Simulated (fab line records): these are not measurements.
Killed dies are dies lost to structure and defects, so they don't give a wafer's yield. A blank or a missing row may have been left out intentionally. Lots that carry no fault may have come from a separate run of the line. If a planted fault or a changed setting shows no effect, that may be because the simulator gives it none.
Split-lot experiment / flow n5_finfet / 21 wafers read from 7 lots, route of 1938 steps

== ON THE SPLIT ==
At N5_PMOS_HMC_CHANNEL_EPI_PEB_07 (peb time 60 s), the setting peb_time_s was moved away from the recipe's 60 s on 6 of the 21 wafers read, by -13.8% to +15.9%. This setting was run at the recipe's value on the other wafers.

== FROM THE SPLIT ON TO THE READING: in between, the file shows 1 step ==
- N5_PMOS_HMC_CHANNEL_EPI_DEVELOP_08: develop time 30 s

== THE READING ==
cd_nm (nm) at N5_PMOS_HMC_CHANNEL_EPI_CD_MEAS_09, where the cd target is 237.4 nm. Typical for fault-free wafers on this fab line: 237.4 nm, with standard deviation 0.89 nm.

wafer=L074.1; tool, chamber at the split=litho_track-04, 0; peb_time_s as run, s=60; against the recipe=recipe; cd_nm, nm=239.1; against lot-mates on the recipe=-
wafer=L074.3; tool, chamber at the split=litho_track-04, 0; peb_time_s as run, s=54.58; against the recipe=-9.0%; cd_nm, nm=234.7; against lot-mates on the recipe=-4.4
wafer=L074.6; tool, chamber at the split=litho_track-04, 0; peb_time_s as run, s=54.58; against the recipe=-9.0%; cd_nm, nm=233.3; against lot-mates on the recipe=-5.8
wafer=L078.1; tool, chamber at the split=litho_track-03, 0; peb_time_s as run, s=60; against the recipe=recipe; cd_nm, nm=237.6; against lot-mates on the recipe=-
wafer=L078.2; tool, chamber at the split=litho_track-03, 0; peb_time_s as run, s=69.53; against the recipe=+15.9%; cd_nm, nm=241.8; against lot-mates on the recipe=+4.2
wafer=L078.5; tool, chamber at the split=litho_track-03, 0; peb_time_s as run, s=60; against the recipe=recipe; cd_nm, nm=237.7; against lot-mates on the recipe=-
wafer=L081.1; tool, chamber at the split=litho_track-03, 0; peb_time_s as run, s=60; against the recipe=recipe; cd_nm, nm=237.0; against lot-mates on the recipe=-
wafer=L081.2; tool, chamber at the split=litho_track-03, 0; peb_time_s as run, s=60; against the recipe=recipe; cd_nm, nm=236.8; against lot-mates on the recipe=-
wafer=L081.5; tool, chamber at the split=litho_track-03, 0; peb_time_s as run, s=60; against the recipe=recipe; cd_nm, nm=236.5; against lot-mates on the recipe=-
wafer=L088.1; tool, chamber at the split=litho_track-03, 0; peb_time_s as run, s=60; against the recipe=recipe; cd_nm, nm=238.1; against lot-mates on the recipe=-
wafer=L088.3; tool, chamber at the split=litho_track-03, 0; peb_time_s as run, s=60; against the recipe=recipe; cd_nm, nm=237.1; against lot-mates on the recipe=-
wafer=L088.6; tool, chamber at the split=litho_track-03, 0; peb_time_s as run, s=60; against the recipe=recipe; cd_nm, nm=237.2; against lot-mates on the recipe=-
wafer=L090.1; tool, chamber at the split=litho_track-03, 0; peb_time_s as run, s=51.74; against the recipe=-13.8%; cd_nm, nm=231.5; against lot-mates on the recipe=no lot-mate on the recipe
wafer=L090.2; tool, chamber at the split=litho_track-03, 0; peb_time_s as run, s=51.74; against the recipe=-13.8%; cd_nm, nm=231.8; against lot-mates on the recipe=no lot-mate on the recipe
wafer=L090.3; tool, chamber at the split=litho_track-03, 0; peb_time_s as run, s=51.74; against the recipe=-13.8%; cd_nm, nm=231.5; against lot-mates on the recipe=no lot-mate on the recipe
wafer=L096.1; tool, chamber at the split=litho_track-03, 0; peb_time_s as run, s=60; against the recipe=recipe; cd_nm, nm=237.3; against lot-mates on the recipe=-
wafer=L096.2; tool, chamber at the split=litho_track-03, 0; peb_time_s as run, s=60; against the recipe=recipe; cd_nm, nm=239.5; against lot-mates on the recipe=-
wafer=L096.4; tool, chamber at the split=litho_track-03, 0; peb_time_s as run, s=60; against the recipe=recipe; cd_nm, nm=237.1; against lot-mates on the recipe=-
wafer=L097.1; tool, chamber at the split=litho_track-02, 0; peb_time_s as run, s=60; against the recipe=recipe; cd_nm, nm=238.0; against lot-mates on the recipe=-
wafer=L097.5; tool, chamber at the split=litho_track-02, 0; peb_time_s as run, s=60; against the recipe=recipe; cd_nm, nm=237.3; against lot-mates on the recipe=-
wafer=L097.6; tool, chamber at the split=litho_track-02, 0; peb_time_s as run, s=60; against the recipe=recipe; cd_nm, nm=238.0; against lot-mates on the recipe=-

FIT RESULTS
A straight line over all 21 wafers: cd_nm changes by +0.377 nm for each +1% of peb_time_s; r = +0.95; the points scatter about the line by 0.89 nm.
The same after taking each lot's own level away (the mean of its wafers on the recipe; 18 wafers): +0.379 nm for each +1%; r = +0.90; scatter 0.91 nm.
Per that fit: largest peb_time_s move, reading shift of 6 nm.
The lots' own levels span 236.77 to 239.10 nm, that is 2.6 times the standard deviation above.
The two slopes are in agreement: the lot-to-lot level therefore moves the slope only a little.
Check: with one of the wafers moved furthest among these (+15.9%) left out of the fit, the line predicts +8.97 nm for it against its lot-mates. It came out at +4.15 nm against them.

== FURTHER SPLITS ON THESE WAFERS ==
Before the reading, these wafers also passed through other splits. Each is held against what the fit with the lots' levels taken away leaves over:
other split on the same wafers=N5_WELL_APT_EXPOSE_05 dose_mj; wafers away from the commonest value=7; r with cd_nm (lot level and that fit taken away)=+0.19
other split on the same wafers=N5_WELL_APT_PEB_06 peb_time_s; wafers away from the commonest value=9; r with cd_nm (lot level and that fit taken away)=+0.17

== THE WHOLE CHAIN: every reading that the file lists as answering this split, in the file's order ==
step=N5_PMOS_HMC_CHANNEL_EPI_CD_MEAS_09; what it does=target cd 237.4 nm; reading=cd_nm; change (the file's fit)=+0.337 nm for each +1% of the setting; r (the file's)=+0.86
step=N5_PMOS_HMC_CHANNEL_EPI_DESCUM_14; what it does=chemistry O2, time 7.9 s; reading=PMOS_HMC_CHANNEL_EPI.cd_nm (the simulator's own value, which no gauge read); change (the file's fit)=+0.324 nm for each +1% of the setting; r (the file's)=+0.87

== FILE'S OWN FIT ==
cd_nm changes by +0.337 nm for each +1% of peb_time_s, r = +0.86.
